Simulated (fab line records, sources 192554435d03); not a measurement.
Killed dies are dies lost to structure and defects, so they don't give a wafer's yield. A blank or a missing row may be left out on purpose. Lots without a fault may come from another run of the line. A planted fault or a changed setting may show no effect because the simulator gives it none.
Split-lot experiment | flow n5_finfet | 7 lots, 21 wafers read, on a route of 1938 steps

THE SPLIT
At N5_BEOL_M10_COAT_22 (resist thk 90 nm), the setting spin_rpm was moved away from the recipe's 1500 rpm on 10 of the 21 wafers read, by -8.5% to +8.9%. The other wafers ran this setting at the recipe's value.

FROM THE SPLIT TO THE READING: what the file shows between them, 3 steps
- N5_BEOL_M10_EBR_24
- N5_BEOL_M10_SOFTBAKE_23: time 60 s
- N5_BEOL_M10_DESCUM_33: chemistry O2, time 7.9 s

THE READING
CAR-ArF_of_BEOL_M10_COAT_22.thk_nm (the simulator's own value, which no gauge read), in nm, at N5_BEOL_M10_ETCH_65 (etches SiARC in CF4, target depth 39 nm, time 65 s). The file gives no usual value for it. The 11 wafers here that ran the recipe average 55.3 nm, standard deviation 0.82 nm.

wafer  | tool, chamber at the split | spin_rpm as run, rpm | against the recipe | CAR-ArF_of_BEOL_M10_COAT_22.thk_nm, nm | against lot-mates on the recipe
L076.2 | litho_track-05, 0          | 1500                 | recipe             | 55.2                                   | -
L076.4 | litho_track-05, 0          | 1500                 | recipe             | 55                                     | -
L076.5 | litho_track-05, 0          | 1597                 | +6.5%              | 52.2                                   | -2.9
L078.4 | litho_track-05, 0          | 1500                 | recipe             | 56.8                                   | -
L078.5 | litho_track-05, 0          | 1372                 | -8.5%              | 59.8                                   | +3.0
L078.6 | litho_track-05, 0          | 1372                 | -8.5%              | 59.8                                   | +3.0
L080.2 | litho_track-01, 0          | 1596                 | +6.4%              | 51.2                                   | -3.3
L080.3 | litho_track-01, 0          | 1500                 | recipe             | 55.2                                   | -
L080.4 | litho_track-01, 0          | 1500                 | recipe             | 53.8                                   | -
L088.1 | litho_track-02, 0          | 1634                 | +8.9%              | 50.6                                   | -3.2
L088.2 | litho_track-02, 0          | 1634                 | +8.9%              | 51.8                                   | -2.0
L088.4 | litho_track-02, 0          | 1500                 | recipe             | 53.8                                   | -
L089.1 | litho_track-05, 0          | 1500                 | recipe             | 55.6                                   | -
L089.3 | litho_track-05, 0          | 1500                 | recipe             | 55.6                                   | -
L089.4 | litho_track-05, 0          | 1500                 | recipe             | 55.6                                   | -
L087.1 | litho_track-01, 0          | 1555                 | +3.7%              | 54.8                                   | -0.6
L087.2 | litho_track-01, 0          | 1555                 | +3.7%              | 54.8                                   | -0.6
L087.5 | litho_track-01, 0          | 1500                 | recipe             | 55.4                                   | -
L097.1 | litho_track-05, 0          | 1500                 | recipe             | 55.8                                   | -
L097.3 | litho_track-05, 0          | 1415                 | -5.7%              | 58.4                                   | +2.6
L097.5 | litho_track-05, 0          | 1415                 | -5.7%              | 59.2                                   | +3.4

THE FIT
A straight line over all 21 wafers: CAR-ArF_of_BEOL_M10_COAT_22.thk_nm changes by -0.504 nm for each +1% of spin_rpm; r = -0.95; the points scatter about the line by 0.84 nm.
The same after taking each lot's own level away (the mean of its wafers on the recipe; 21 wafers): -0.37 nm for each +1%; r = -0.95; scatter 0.59 nm.
On that fit, the largest move of spin_rpm shifts the reading by 3.3 nm.
The lots' own levels span 53.80 to 56.80 nm, that is 3.7 times the standard deviation above.
So the lot-to-lot level changes the slope: the two fits differ.
Check: with one of the wafers moved furthest among these (+8.9%) left out of the fit, the line predicts -3.15 nm for it against its lot-mates. It came out at -3.2 nm against them.

OTHER SPLITS ON THESE WAFERS
These wafers also went through other splits before the reading. Each is held against what the fit with the lots' levels taken away leaves over:
other split on the same wafers | wafers away from the commonest value | r with CAR-ArF_of_BEOL_M10_COAT_22.thk_nm (lot level and that fit taken away)
N5_BEOL_M8_EXPOSE_25 dose_mj   | 9                                    | -0.01
N5_BEOL_M10_COAT_64 spin_rpm   | 8                                    | +0.51

THE WHOLE CHAIN: every reading that the file lists as answering this split, in the file's order
step                | what it does                                       | reading                                                                             | change (the file's fit)               | r (the file's)
N5_BEOL_M10_COAT_22 | resist thk 90 nm                                   | CAR-ArF_of_BEOL_M10_COAT_22.thk_nm (the simulator's own value, which no gauge read) | -0.434 nm for each +1% of the setting | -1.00
N5_BEOL_M10_ETCH_65 | etches SiARC in CF4, target depth 39 nm, time 65 s | CAR-ArF_of_BEOL_M10_COAT_22.thk_nm (the simulator's own value, which no gauge read) | -0.384 nm for each +1% of the setting | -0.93

THE FILE'S OWN FIT
CAR-ArF_of_BEOL_M10_COAT_22.thk_nm changes by -0.384 nm for each +1% of spin_rpm, r = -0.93.
